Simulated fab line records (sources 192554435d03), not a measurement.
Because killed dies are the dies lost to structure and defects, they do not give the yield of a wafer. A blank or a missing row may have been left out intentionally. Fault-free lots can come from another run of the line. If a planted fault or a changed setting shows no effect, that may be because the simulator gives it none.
fab line records / flow n5_finfet
record lots=3 wafers=8 last_day=17
route steps=1938 shown STI_FIN_REVEAL@206 DUMMY_GATE@212 SDB@374 BEOL_M4@1111 PASSIVATION@1936
lots with no fault: from the same line, run without faults
start_h: the number of hours between the record's first day and the start of the first shown wafer of the lot / wait_h: hours since the lot's step before / " same as the row above / L1.1+2: one row covering several wafers at once / - value missing, or start not given / * or withheld: withheld / < > ~ a bound
route shown NAME@n: NAME is a module with steps in the file, n the number in the route of the first one / usual: mean and standard deviation over wafers with no fault / same: alike in all rows / chamber/n: place in a boat / sites: per-site readings / _std_site: how widely they spread, as a standard deviation / _edge_site: outer sites' mean less inner sites' / radius_mm: for every site, how far away it sits from the centre of the wafer / mask NAME#n: copy n / behind: the last tool/chamber to shape the wafer / hold: reason for holding the lot/hours on hold/outcome of the hold / device: the n, p or np transistor that did not switch / end of line: tests run on the same wafers once the route is complete / where a step has no rows: the recipe by itself / killed: count of dies lost to structure and defects at first sort (not the wafer's yield) / map: a wafer's dies, marking killed ones x, the rest . and places with no die _
set.NAME: setting as actually run; set.NAME@STEP: the setting as run at that earlier step / model.NAME: the simulator's own value behind a step, which no gauge read
certain route steps with their lots: each step a table, each wafer a row
services: from which hour (start_h, from the record's first day; less than 0 if before it) a tool's chamber was out of use, for how many hours, and why
## steps
# step N5_STI_FIN_REVEAL_SRD_23
# recipe dry=ipa_marangoni time_s=30 temp_c=23 rinse_liquid=diw
# step N5_STI_FIN_REVEAL_PRECLEAN_18
# recipe chemistry=SC2 time_s=45 temp_c=35 mix=1:1:50
# step N5_STI_FIN_REVEAL_SRD_28
# recipe dry=ipa_marangoni time_s=30 temp_c=23 rinse_liquid=diw
# step N5_DUMMY_GATE_PRECLEAN_00
# recipe chemistry=O3/DIW time_s=60 temp_c=22 o3_ppm=10
# step N5_DUMMY_GATE_SRD_01
# recipe time_s=30 temp_c=23 rinse_liquid=diw dry=ipa_marangoni
# step N5_DUMMY_GATE_ALD_02
# recipe material=SiO2 target_thk_a=20 temp_c=300 ald_precursor_family=BDEAS ald_co_reactant=O2-plasma pulse_time_s=1 pressure_torr=2
# step N5_DUMMY_GATE_CVD_03
# recipe material=a-Si target_thk_a=1500 temp_c=530 precursor=SiH4 time_s=8042
# step N5_DUMMY_GATE_PRECLEAN_46
# recipe chemistry=DIW time_s=89.5 temp_c=23
# step N5_DUMMY_GATE_SRD_47
# recipe dry_time_s=32 dry=n2_spin spin_rpm=1500
# step N5_DUMMY_GATE_CMP_04
# recipe material=a-Si post_cmp_clean=alkaline_brush
# usual motor_current_A=10.3/1 pad_life_wafers=1283/710 retaining_ring_pressure_frac=1.000/0.005 time_to_endpoint_s=14/3.3
lot.wafer=L349.2 tool=cmp-04 chamber=3 start_h=95.14 wait_h=0.1 motor_current_A=10.7 pad_life_wafers=134 retaining_ring_pressure_frac=1.001 time_to_endpoint_s=13 model.a-Si_of_DUMMY_GATE_CVD_03.thk_nm=70.4
lot.wafer=L349.6 tool=cmp-04 chamber=2 start_h=95.14 wait_h=0.1 motor_current_A=10.5 pad_life_wafers=- retaining_ring_pressure_frac=1.005 time_to_endpoint_s=17 model.a-Si_of_DUMMY_GATE_CVD_03.thk_nm=97.2
lot.wafer=L361.2 tool=cmp-01 chamber=2 start_h=169.45 wait_h=0.1 motor_current_A=8.2 pad_life_wafers=2029 retaining_ring_pressure_frac=0.996 time_to_endpoint_s=10 model.a-Si_of_DUMMY_GATE_CVD_03.thk_nm=72
lot.wafer=L361.5 tool=cmp-01 chamber=1 start_h=169.45 wait_h=0.1 motor_current_A=9.5 pad_life_wafers=- retaining_ring_pressure_frac=1.003 time_to_endpoint_s=18 model.a-Si_of_DUMMY_GATE_CVD_03.thk_nm=72.4
lot.wafer=L361.6 tool=cmp-01 chamber=2 start_h=169.45 wait_h=0.1 motor_current_A=8.3 pad_life_wafers=- retaining_ring_pressure_frac=0.994 time_to_endpoint_s=14 model.a-Si_of_DUMMY_GATE_CVD_03.thk_nm=72.6
lot.wafer=L363.2 tool=cmp-04 chamber=2 start_h=181.54 wait_h=0.2 motor_current_A=9.5 pad_life_wafers=822 retaining_ring_pressure_frac=1.005 time_to_endpoint_s=15 model.a-Si_of_DUMMY_GATE_CVD_03.thk_nm=72.2
lot.wafer=L363.1 tool=cmp-04 chamber=3 start_h=181.54 wait_h=0.2 motor_current_A=10.8 pad_life_wafers=823 retaining_ring_pressure_frac=0.996 time_to_endpoint_s=14 model.a-Si_of_DUMMY_GATE_CVD_03.thk_nm=71.4
lot.wafer=L363.4 tool=cmp-04 chamber=1 start_h=181.54 wait_h=0.2 motor_current_A=11.2 pad_life_wafers=825 retaining_ring_pressure_frac=1.001 time_to_endpoint_s=11 model.a-Si_of_DUMMY_GATE_CVD_03.thk_nm=72.2
# step N5_DUMMY_GATE_THK_MEAS_05
# usual thk_nm=72.2/1.4
lot.wafer=L349.2 tool=film_metro-01 chamber=- start_h=95.31 wait_h=0.1 thk_nm=70.5
lot.wafer=L349.6 tool=film_metro-01 chamber=- start_h=95.31 wait_h=0.1 thk_nm=97.1
lot.wafer=L361.2 tool=film_metro-02 chamber=- start_h=169.66 wait_h=0.2 thk_nm=72.2
lot.wafer=L361.5 tool=film_metro-02 chamber=- start_h=169.66 wait_h=0.2 thk_nm=72.4
lot.wafer=L361.6 tool=film_metro-02 chamber=- start_h=169.66 wait_h=0.2 thk_nm=72.5
lot.wafer=L363.1 tool=film_metro-01 chamber=- start_h=181.78 wait_h=0.2 thk_nm=71.4
lot.wafer=L363.2 tool=film_metro-01 chamber=- start_h=181.78 wait_h=0.2 thk_nm=72.2
lot.wafer=L363.4 tool=film_metro-01 chamber=- start_h=181.78 wait_h=0.2 thk_nm=72.3
# step N5_DUMMY_GATE_HM_DEP_06
# recipe material=SiNx target_thk_a=800 precursor=DCS/NH3 temp_c=700 pressure_mtorr=300 time_s=5141
# step N5_DUMMY_GATE_PECVD_30
# recipe material=SiO2 target_thk_a=550 temp_c=400 precursor=TEOS/O2 pressure_torr=6.5 rf_w=withheld teos_flow_sccm=withheld gas=O2 flow_sccm=2650 time_s=10.8
# step N5_DUMMY_GATE_COAT_34
# recipe resist=SOC temp_c=250 time_s=60 spin_rpm=1500 resist_thk_nm=60
# step N5_DUMMY_GATE_COAT_35
# recipe resist=SiARC temp_c=220 time_s=60 spin_rpm=1500 resist_thk_nm=10
# step N5_DUMMY_GATE_COAT_28
# recipe resist=underlayer temp_c=205 time_s=60 spin_rpm=1500 resist_thk_nm=10
# step N5_DUMMY_GATE_COAT_09
# recipe resist=CAR-EUV spin_rpm=1500 resist_thk_nm=30
# step N5_DUMMY_GATE_EBR_11
# recipe solvent=PGMEA ebr_width_mm=1.5
# step N5_DUMMY_GATE_SOFTBAKE_10
# recipe temp_c=110 time_s=60 resist=CAR-EUV
# step N5_DUMMY_GATE_EXPOSE_12
# recipe mask_id=GATE na=0.33 source_shape=annular sigma_inner=0.2 sigma_outer=0.6 polarization=unpolarized target_cd_nm=25 dose_mj=34
# step N5_DUMMY_GATE_PEB_13
# recipe peb_temp_c=100 peb_time_s=60 resist=CAR-EUV
# step N5_DUMMY_GATE_DEVELOP_14
# recipe develop_time_s=30 developer=TMAH resist=CAR-EUV rinse_liquid=surfactant_rinse dry=air_spin dev_temp_c=23
# step N5_DUMMY_GATE_DESCUM_20
# recipe chemistry=O2 time_s=6.2 source_power_w=50 bias_power_w=20 pressure_mtorr=20 rf_frequency_hz=2.712e+07 temp_c=40 resist=CAR-EUV o2_flow_sccm=225
# step N5_DUMMY_GATE_ETCH_29
# recipe chemistry=N2/H2 target=underlayer target_depth_a=130 ion_energy_ev=200 pressure_mtorr=30 source_w=840 bias_w=150 n2_flow_sccm=200 h2_flow_sccm=200
# step N5_DUMMY_GATE_ETCH_36
# recipe chemistry=CF4 target=SiARC target_depth_a=130 pressure_mtorr=40 source_w=545 bias_w=36 Ar_flow_sccm=100 cf4_flow_sccm=100 ion_energy_ev=80
# step N5_DUMMY_GATE_ETCH_37
# recipe chemistry=N2/H2 target=SOC target_depth_a=600 overetch_a=300 temp_c=40 ion_energy_ev=200 pressure_mtorr=30 source_w=840 bias_w=150 n2_flow_sccm=200 h2_flow_sccm=200
# step N5_DUMMY_GATE_STRIP_38
# recipe chemistry=N2/H2 temp_c=40 n2_flow_sccm=200 h2_flow_sccm=200 rf_frequency_hz=6e+07
# step N5_DUMMY_GATE_STRIP_39
# recipe chemistry=N2/H2 temp_c=40 n2_flow_sccm=200 h2_flow_sccm=200 rf_frequency_hz=6e+07
# step N5_DUMMY_GATE_TRIM_49
# recipe chemistry=O2 resist=SOC time_s=29 target_cd_nm=14 source_power_w=300 bias_power_w=0 O2_flow_sccm=100 temp_c=20
# step N5_DUMMY_GATE_STRIP_40
# recipe chemistry=CF4 resist=SiARC power_w=300 bias_power_w=75 pressure_mtorr=50 cf4_flow_sccm=150 rf_frequency_hz=6e+07
# step N5_DUMMY_GATE_ETCH_31
# recipe chemistry=C4F6/O2 target=SiO2 mask_material=SOC target_depth_a=825 time_s=27.5 ion_energy_ev=250 pressure_mtorr=30 source_w=345 bias_w=185 Ar_flow_sccm=300 C4F6_flow_sccm=10 O2_flow_sccm=10
# step N5_DUMMY_GATE_STRIP_41
# recipe chemistry=O2 power_w=400 temp_c=40 pressure_mtorr=30 rf_frequency_hz=6e+07 bias_power_w=0 overash_fraction=0.3 o2_flow_sccm=225
# step N5_DUMMY_GATE_HM_OPEN_21
# recipe chemistry=CH3F/O2 target=SiNx target_depth_a=1200 Ar_flow_sccm=150 CH3F_flow_sccm=30 O2_flow_sccm=23 time_s=171.4 pressure_mtorr=30 source_w=395 bias_w=73 ion_energy_ev=120.7
# step N5_DUMMY_GATE_ETCH_32
# recipe chemistry=CF4 target=SiO2 target_depth_a=35 time_s=3.9 ion_energy_ev=350 pressure_mtorr=10 icp_w=800 bias_w=400 cf4_flow_sccm=80
# step N5_DUMMY_GATE_ETCH_23
# recipe chemistry=HBr/Cl2/O2 HBr_flow_sccm=150 Cl2_flow_sccm=80 O2_flow_sccm=12 bias_w=102 target_depth_a=410 time_s=22.3 target=poly-Si mask_material=SiO2 pressure_mtorr=10 icp_w=800
# step N5_DUMMY_GATE_ETCH_44
# recipe chemistry=HBr/O2 over_etch_frac=0.7 target_depth_a=1275 stop_on=SiO2 ion_energy_ev=60 bias_w=20 target=poly-Si mask_material=SiO2 pressure_mtorr=20 icp_w=400 HBr_flow_sccm=120 O2_flow_sccm=10
# usual drypump_motor_current_A=5.9/0.42 oes_product_au=0.727/0.012 throttle_valve_pct=18.51/0.16
lot.wafer=L349.2 tool=rie_si-01 chamber=3 start_h=100.64 wait_h=0.0 drypump_motor_current_A=6.4 oes_product_au=0.714 rf_hours_counter_h=159 throttle_valve_pct=18.32 model.DUMMY_GATE.feature_depth_nm=70.4 model.etch.depth_nm=70.48
lot.wafer=L349.6 tool=rie_si-01 chamber=2 start_h=100.64 wait_h=0.0 drypump_motor_current_A=5.1 oes_product_au=0.844 rf_hours_counter_h=- throttle_valve_pct=18.51 model.DUMMY_GATE.feature_depth_nm=97.2 model.etch.depth_nm=97.1
lot.wafer=L361.2 tool=rie_si-06 chamber=0 start_h=175.38 wait_h=0.0 drypump_motor_current_A=6.3 oes_product_au=0.724 rf_hours_counter_h=83 throttle_valve_pct=18.45 model.DUMMY_GATE.feature_depth_nm=72 model.etch.depth_nm=72.1
lot.wafer=L361.5 tool=rie_si-06 chamber=3 start_h=175.38 wait_h=0.0 drypump_motor_current_A=5.7 oes_product_au=0.731 rf_hours_counter_h=- throttle_valve_pct=18.71 model.DUMMY_GATE.feature_depth_nm=72.4 model.etch.depth_nm=72.38
lot.wafer=L361.6 tool=rie_si-06 chamber=2 start_h=175.38 wait_h=0.0 drypump_motor_current_A=6.2 oes_product_au=0.739 rf_hours_counter_h=- throttle_valve_pct=18.56 model.DUMMY_GATE.feature_depth_nm=72.6 model.etch.depth_nm=72.56
lot.wafer=L363.1 tool=rie_si-01 chamber=0 start_h=187.03 wait_h=0.0 drypump_motor_current_A=6.3 oes_product_au=0.725 rf_hours_counter_h=53 throttle_valve_pct=18.75 model.DUMMY_GATE.feature_depth_nm=71.4 model.etch.depth_nm=71.38
lot.wafer=L363.2 tool=rie_si-01 chamber=3 start_h=187.03 wait_h=0.0 drypump_motor_current_A=6.4 oes_product_au=0.737 rf_hours_counter_h=160 throttle_valve_pct=18.33 model.DUMMY_GATE.feature_depth_nm=72.2 model.etch.depth_nm=72.19
lot.wafer=L363.4 tool=rie_si-01 chamber=2 start_h=187.03 wait_h=0.0 drypump_motor_current_A=5.1 oes_product_au=0.738 rf_hours_counter_h=1 throttle_valve_pct=18.34 model.DUMMY_GATE.feature_depth_nm=72.2 model.etch.depth_nm=72.3
# step N5_SDB_CMP_30
# recipe stop_on=poly-Si t_overpolish_s=1.54 post_cmp_clean=alkaline_brush down_force_psi=4.1491 platen_rpm=51.796 pad_velocity_m_s=1.0306 target_thk_nm=30
# usual motor_current_A=12.4/1.4 overpolish_run_s=1.541/0.0091 pad_life_wafers=1040/720 retaining_ring_pressure_frac=1.000/0.0048 time_to_endpoint_s=17/3.3
lot.wafer=L349.2 tool=cmp-04 chamber=3 start_h=122.64 wait_h=1.4 motor_current_A=13.4 overpolish_run_s=1.541 pad_life_wafers=336 retaining_ring_pressure_frac=0.993 time_to_endpoint_s=16 model.a-Si_of_DUMMY_GATE_CVD_03.thk_nm=62.8
lot.wafer=L349.6 tool=cmp-04 chamber=3 start_h=122.64 wait_h=1.4 motor_current_A=13.2 overpolish_run_s=1.547 pad_life_wafers=- retaining_ring_pressure_frac=1.003 time_to_endpoint_s=15 model.a-Si_of_DUMMY_GATE_CVD_03.thk_nm=89.4
lot.wafer=L361.2 tool=cmp-03 chamber=2 start_h=197.60 wait_h=1.4 motor_current_A=14.5 overpolish_run_s=1.534 pad_life_wafers=2028 retaining_ring_pressure_frac=1.013 time_to_endpoint_s=20 model.a-Si_of_DUMMY_GATE_CVD_03.thk_nm=64.4
lot.wafer=L361.6 tool=cmp-03 chamber=2 start_h=197.60 wait_h=1.4 motor_current_A=14.4 overpolish_run_s=1.532 pad_life_wafers=- retaining_ring_pressure_frac=1.003 time_to_endpoint_s=20 model.a-Si_of_DUMMY_GATE_CVD_03.thk_nm=64.8
lot.wafer=L361.5 tool=cmp-03 chamber=3 start_h=197.60 wait_h=1.4 motor_current_A=10.3 overpolish_run_s=1.535 pad_life_wafers=- retaining_ring_pressure_frac=1.003 time_to_endpoint_s=16 model.a-Si_of_DUMMY_GATE_CVD_03.thk_nm=64.6
lot.wafer=L363.4 tool=cmp-01 chamber=2 start_h=210.32 wait_h=1.4 motor_current_A=9.8 overpolish_run_s=1.538 pad_life_wafers=306 retaining_ring_pressure_frac=1.004 time_to_endpoint_s=17 model.a-Si_of_DUMMY_GATE_CVD_03.thk_nm=64.6
lot.wafer=L363.2 tool=cmp-01 chamber=3 start_h=210.32 wait_h=1.4 motor_current_A=13.2 overpolish_run_s=1.534 pad_life_wafers=307 retaining_ring_pressure_frac=1.004 time_to_endpoint_s=18 model.a-Si_of_DUMMY_GATE_CVD_03.thk_nm=64.4
lot.wafer=L363.1 tool=cmp-01 chamber=1 start_h=210.32 wait_h=1.4 motor_current_A=12.0 overpolish_run_s=1.543 pad_life_wafers=309 retaining_ring_pressure_frac=1.004 time_to_endpoint_s=20 model.a-Si_of_DUMMY_GATE_CVD_03.thk_nm=63.6
# step N5_SDB_THK_MEAS_31
# recipe reads=a-Si_of_DUMMY_GATE_CVD_03
# usual SDB_THK=64.4/1.4
lot.wafer=L349.2 tool=film_metro-01 chamber=- start_h=122.93 wait_h=- SDB_THK[nm]=62.7
lot.wafer=L349.6 tool=film_metro-01 chamber=- start_h=122.93 wait_h=- SDB_THK[nm]=89.3
lot.wafer=L361.2 tool=film_metro-01 chamber=- start_h=197.89 wait_h=- SDB_THK[nm]=64.3
lot.wafer=L361.5 tool=film_metro-01 chamber=- start_h=197.89 wait_h=- SDB_THK[nm]=64.5
lot.wafer=L361.6 tool=film_metro-01 chamber=- start_h=197.89 wait_h=- SDB_THK[nm]=64.8
lot.wafer=L363.1 tool=film_metro-02 chamber=- start_h=210.62 wait_h=- SDB_THK[nm]=63.6
lot.wafer=L363.2 tool=film_metro-02 chamber=- start_h=210.62 wait_h=- SDB_THK[nm]=64.5
lot.wafer=L363.4 tool=film_metro-02 chamber=- start_h=210.62 wait_h=- SDB_THK[nm]=64.5
# step N5_BEOL_M4_RC_MEAS_101
# usual DIBL_N=36.0/2.5 DIBL_P=36.3/2.8 IOFF_N=0.16/0.042 IOFF_P=0.21/0.045 ION_N=673/15 ION_P=463/8.1 SS_N=71.4/0.73 SS_P=73.3/0.92 VT_N=251/4.1 VT_P=-250/3.4
lot.wafer=L349.2 tool=prober-01 chamber=0 start_h=217.71 wait_h=0.2 DIBL_N[mV/V]=35.0 DIBL_P[mV/V]=35.6 IOFF_N[nA/um]=0.16 IOFF_P[nA/um]=0.23 ION_N[uA/um]=688 ION_P[uA/um]=475 SS_N[mV/dec]=71.1 SS_P[mV/dec]=73.4 VT_N[mV]=247 VT_P[mV]=-248
lot.wafer=L349.6 tool=prober-01 chamber=0 start_h=217.71 wait_h=0.2 DIBL_N[mV/V]=31.8 DIBL_P[mV/V]=31.5 IOFF_N[nA/um]=0.11 IOFF_P[nA/um]=0.18 ION_N[uA/um]=652 ION_P[uA/um]=463 SS_N[mV/dec]=69.8 SS_P[mV/dec]=71.6 VT_N[mV]=253 VT_P[mV]=-250
lot.wafer=L361.2 tool=prober-01 chamber=0 start_h=293.00 wait_h=0.2 DIBL_N[mV/V]=34.9 DIBL_P[mV/V]=35.8 IOFF_N[nA/um]=0.14 IOFF_P[nA/um]=0.18 ION_N[uA/um]=679 ION_P[uA/um]=466 SS_N[mV/dec]=71.7 SS_P[mV/dec]=73.3 VT_N[mV]=249 VT_P[mV]=-253
lot.wafer=L361.5 tool=prober-01 chamber=0 start_h=293.00 wait_h=0.2 DIBL_N[mV/V]=35.5 DIBL_P[mV/V]=35.7 IOFF_N[nA/um]=0.17 IOFF_P[nA/um]=0.19 ION_N[uA/um]=676 ION_P[uA/um]=462 SS_N[mV/dec]=71.8 SS_P[mV/dec]=72.7 VT_N[mV]=250 VT_P[mV]=-255
lot.wafer=L361.6 tool=prober-01 chamber=0 start_h=293.00 wait_h=0.2 DIBL_N[mV/V]=36.7 DIBL_P[mV/V]=37.9 IOFF_N[nA/um]=0.19 IOFF_P[nA/um]=0.22 ION_N[uA/um]=695 ION_P[uA/um]=466 SS_N[mV/dec]=71.9 SS_P[mV/dec]=73.9 VT_N[mV]=252 VT_P[mV]=-251
lot.wafer=L363.1 tool=prober-02 chamber=0 start_h=310.06 wait_h=0.0 DIBL_N[mV/V]=35.3 DIBL_P[mV/V]=35.4 IOFF_N[nA/um]=0.15 IOFF_P[nA/um]=0.22 ION_N[uA/um]=668 ION_P[uA/um]=465 SS_N[mV/dec]=70.7 SS_P[mV/dec]=72.9 VT_N[mV]=253 VT_P[mV]=-248
lot.wafer=L363.2 tool=prober-02 chamber=0 start_h=310.06 wait_h=0.0 DIBL_N[mV/V]=35.9 DIBL_P[mV/V]=35.4 IOFF_N[nA/um]=0.14 IOFF_P[nA/um]=0.20 ION_N[uA/um]=659 ION_P[uA/um]=458 SS_N[mV/dec]=71.0 SS_P[mV/dec]=73.5 VT_N[mV]=254 VT_P[mV]=-250
lot.wafer=L363.4 tool=prober-02 chamber=0 start_h=310.06 wait_h=0.0 DIBL_N[mV/V]=31.5 DIBL_P[mV/V]=30.1 IOFF_N[nA/um]=0.09 IOFF_P[nA/um]=0.14 ION_N[uA/um]=655 ION_P[uA/um]=457 SS_N[mV/dec]=70.5 SS_P[mV/dec]=71.8 VT_N[mV]=257 VT_P[mV]=-257
# step N5_PASSIVATION_PROBE_49
# usual defect_limited_yield=91.0/1.4 killed_at_M0_to_M3=36/11 killed_at_M4_up=13/5.4 killed_at_contacts=12/6.4 killed_at_front_end=41/13 killed_at_other=2.9/2.3 killed_dies=106/17 killed_open=70/12 killed_short=34/8.4 sort_bin_5_function=5.2/1 sort_bin_6_memory=3.4/0.63 sort_n_pass=1074/18 sort_yield_pct=91.0/1.6
# same gross_dies=1180 killed_at_back_side=0 sort_bin_4_leakage[%]=0 sort_bin_8_speed[%]=0
lot.wafer=L349.2 tool=prober-02 chamber=- start_h=322.91 wait_h=0.1 defect_limited_yield[%]=91.0 killed_at_M0_to_M3=47 killed_at_M4_up=8 killed_at_contacts=14 killed_at_front_end=37 killed_at_other=0 killed_dies=106 killed_open=70 killed_short=34 sort_bin_5_function[%]=4.7 sort_bin_6_memory[%]=3.6 sort_n_pass=1074 sort_yield_pct[%]=91.0
lot.wafer=L349.6 tool=prober-02 chamber=- start_h=323.11 wait_h=0.3 defect_limited_yield[%]=90.9 killed_at_M0_to_M3=54 killed_at_M4_up=11 killed_at_contacts=10 killed_at_front_end=30 killed_at_other=2 killed_dies=107 killed_open=69 killed_short=30 sort_bin_5_function[%]=5.2 sort_bin_6_memory[%]=2.7 sort_n_pass=1073 sort_yield_pct[%]=90.9
lot.wafer=L361.2 tool=prober-02 chamber=- start_h=395.41 wait_h=0.1 defect_limited_yield[%]=88.9 killed_at_M0_to_M3=38 killed_at_M4_up=12 killed_at_contacts=4 killed_at_front_end=70 killed_at_other=7 killed_dies=131 killed_open=87 killed_short=42 sort_bin_5_function[%]=7.0 sort_bin_6_memory[%]=3.8 sort_n_pass=1049 sort_yield_pct[%]=88.9
lot.wafer=L361.5 tool=prober-02 chamber=- start_h=395.56 wait_h=0.2 defect_limited_yield[%]=90.4 killed_at_M0_to_M3=26 killed_at_M4_up=28 killed_at_contacts=6 killed_at_front_end=48 killed_at_other=5 killed_dies=113 killed_open=74 killed_short=35 sort_bin_5_function[%]=5.8 sort_bin_6_memory[%]=3.1 sort_n_pass=1067 sort_yield_pct[%]=90.4
lot.wafer=L361.6 tool=prober-02 chamber=- start_h=395.61 wait_h=0.3 defect_limited_yield[%]=92.4 killed_at_M0_to_M3=29 killed_at_M4_up=14 killed_at_contacts=12 killed_at_front_end=33 killed_at_other=2 killed_dies=90 killed_open=63 killed_short=26 sort_bin_5_function[%]=4.0 sort_bin_6_memory[%]=3.4 sort_n_pass=1090 sort_yield_pct[%]=92.4
lot.wafer=L363.1 tool=prober-02 chamber=- start_h=418.30 wait_h=0.0 defect_limited_yield[%]=89.8 killed_at_M0_to_M3=44 killed_at_M4_up=28 killed_at_contacts=12 killed_at_front_end=30 killed_at_other=6 killed_dies=120 killed_open=82 killed_short=35 sort_bin_5_function[%]=5.3 sort_bin_6_memory[%]=4.3 sort_n_pass=1060 sort_yield_pct[%]=89.8
lot.wafer=L363.2 tool=prober-02 chamber=- start_h=418.35 wait_h=0.1 defect_limited_yield[%]=91.0 killed_at_M0_to_M3=57 killed_at_M4_up=19 killed_at_contacts=3 killed_at_front_end=26 killed_at_other=1 killed_dies=106 killed_open=72 killed_short=31 sort_bin_5_function[%]=4.9 sort_bin_6_memory[%]=3.8 sort_n_pass=1074 sort_yield_pct[%]=91.0
lot.wafer=L363.4 tool=prober-02 chamber=- start_h=418.45 wait_h=0.2 defect_limited_yield[%]=91.4 killed_at_M0_to_M3=49 killed_at_M4_up=14 killed_at_contacts=8 killed_at_front_end=29 killed_at_other=1 killed_dies=101 killed_open=69 killed_short=29 sort_bin_5_function[%]=4.8 sort_bin_6_memory[%]=3.5 sort_n_pass=1079 sort_yield_pct[%]=91.4
# killed by level:class
L349.2 BEOL_M0_SAQP:geometric_particle:open=17 BEOL_M0_SAQP:geometric_particle:short=13 FIN_SAQP:geometric_particle:open=10 MOL_CONTACT_COAG:geometric_particle:open=10 BEOL_M1:geometric_particle:open=9 FIN_SAQP:geometric_particle:short=5 MOL_CONTACT_COAG:geometric_particle:short=4 STARTING-WAFER:geometric_particle:open=4
L349.6 BEOL_M0_SAQP:geometric_particle:open=16 BEOL_M0_SAQP:geometric_particle:short=13 BEOL_M1:geometric_particle:open=13 MOL_CONTACT_COAG:geometric_particle:open=9 HKMG_FIN:area_etch=8 GATE_CUT:geometric_particle:short=6 STI_FIN_REVEAL:geometric_particle:open=5 BEOL_M3:geometric_particle:open=5
L361.2 STI_FIN_REVEAL:geometric_particle:open=18 FIN_SAQP:geometric_particle:open=15 FIN_SAQP:geometric_particle:short=15 BEOL_M3:geometric_particle:open=10 BEOL_M2:geometric_particle:open=9 BEOL_M1:geometric_particle:short=6 STARTING-WAFER:geometric_particle:open=5 STI_FIN_REVEAL:geometric_particle:short=4
L361.5 STI_FIN_REVEAL:geometric_particle:open=20 BEOL_M4:geometric_particle:open=18 BEOL_M3:geometric_particle:short=8 BEOL_M3:geometric_particle:open=6 FIN_SAQP:geometric_particle:open=5 STI_FIN_REVEAL:geometric_particle:short=5 BEOL_M2:geometric_particle:open=5 FIN_SAQP:geometric_particle:short=4
L361.6 STI_FIN_REVEAL:geometric_particle:open=13 MOL_CONTACT_COAG:geometric_particle:open=9 BEOL_M4:geometric_particle:open=7 BEOL_M3:geometric_particle:open=6 FIN_SAQP:geometric_particle:open=5 BEOL_M0_SAQP:geometric_particle:open=5 FIN_SAQP:geometric_particle:short=4 BEOL_M1:geometric_particle:open=4
L363.1 BEOL_M4:geometric_particle:open=17 MOL_CONTACT_COAG:geometric_particle:open=11 BEOL_M1:geometric_particle:open=11 FIN_SAQP:geometric_particle:open=8 BEOL_M0:geometric_particle:open=7 BEOL_M0_SAQP:geometric_particle:open=6 BEOL_M0_SAQP:geometric_particle:short=5 BEOL_M2:geometric_particle:short=5
L363.2 BEOL_M2:geometric_particle:open=17 FIN_SAQP:geometric_particle:open=9 BEOL_M1:geometric_particle:open=9 BEOL_M0_SAQP:geometric_particle:open=8 BEOL_M0_SAQP:geometric_particle:short=7 FIN_SAQP:geometric_particle:short=4 BEOL_M0:geometric_particle:open=4 BEOL_M2:geometric_particle:short=4
L363.4 BEOL_M0_SAQP:geometric_particle:short=11 BEOL_M0_SAQP:geometric_particle:open=9 MOL_CONTACT_COAG:geometric_particle:open=8 BEOL_M1:geometric_particle:open=8 STI_FIN_REVEAL:geometric_particle:open=6 FIN_SAQP:geometric_particle:open=5 BEOL_M0:geometric_particle:open=5 BEOL_M2:geometric_particle:open=5
## services
tool=cmp-04 chamber=- start_h=73.99 hours=4.0 kind=pm
tool=cmp-04 chamber=- start_h=77.99 hours=- kind=consumable_replace:conditioner
tool=cmp-04 chamber=- start_h=77.99 hours=- kind=consumable_replace:pad
tool=cmp-01 chamber=- start_h=83.41 hours=2.2 kind=repair
tool=cmp-04 chamber=- start_h=92.17 hours=0.3 kind=repair
tool=cmp-04 chamber=- start_h=102.73 hours=0.4 kind=repair
tool=rie_si-01 chamber=1 start_h=104.89 hours=2.6 kind=repair
tool=cmp-03 chamber=- start_h=114.09 hours=0.8 kind=repair
tool=rie_si-06 chamber=3 start_h=123.82 hours=5.0 kind=repair
tool=rie_si-01 chamber=2 start_h=125.64 hours=- kind=clean
tool=rie_si-01 chamber=2 start_h=125.64 hours=14.3 kind=scheduled_down
tool=rie_si-01 chamber=2 start_h=125.64 hours=14.3 kind=vent_cycle
tool=cmp-01 chamber=- start_h=137.81 hours=0.4 kind=repair
tool=cmp-04 chamber=- start_h=150.99 hours=3.7 kind=pm
tool=cmp-01 chamber=- start_h=172.71 hours=4.0 kind=pm
tool=cmp-01 chamber=- start_h=176.71 hours=- kind=consumable_replace:conditioner
tool=cmp-01 chamber=- start_h=176.71 hours=- kind=consumable_replace:pad
tool=rie_si-01 chamber=- start_h=177.36 hours=0.2 kind=repair
tool=cmp-01 chamber=- start_h=178.64 hours=4.4 kind=pm
tool=cmp-03 chamber=- start_h=185.35 hours=0.9 kind=repair
tool=cmp-01 chamber=- start_h=187.27 hours=3.2 kind=repair
tool=cmp-03 chamber=- start_h=198.21 hours=4.0 kind=pm
tool=rie_si-01 chamber=- start_h=201.91 hours=4.3 kind=pm
tool=cmp-03 chamber=- start_h=202.21 hours=- kind=consumable_replace:conditioner
## key
first_sign step=N5_DUMMY_GATE_THK_MEAS_05 reading=thk_nm direction=up sigmas=17 usual=* struck=*
effect step=N5_DUMMY_GATE_ETCH_44 reading=oes_product_au direction=up sigmas=9.6 usual=0.727 struck=0.844
effect step=N5_SDB_THK_MEAS_31 reading=SDB_THK direction=up sigmas=17 usual=64.4 struck=89.3
model_effect step=N5_DUMMY_GATE_CMP_04 value=a-Si_of_DUMMY_GATE_CVD_03.thk_nm without=70.8 struck=97.2
model_effect step=N5_DUMMY_GATE_ETCH_44 value=DUMMY_GATE.feature_depth_nm without=70.8 struck=97.2
model_effect step=N5_SDB_CMP_30 value=a-Si_of_DUMMY_GATE_CVD_03.thk_nm without=63 struck=89.4
met_at N5_DUMMY_GATE_CMP_04
struck_wafers L349.6
fault kind=process_parameter_drift tool=cmp-04 chamber=- onset_h=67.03 steps=N5_DUMMY_GATE_CMP_04 channel=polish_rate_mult offset=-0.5 shape=step end_h=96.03 scope=struck_wafers_only
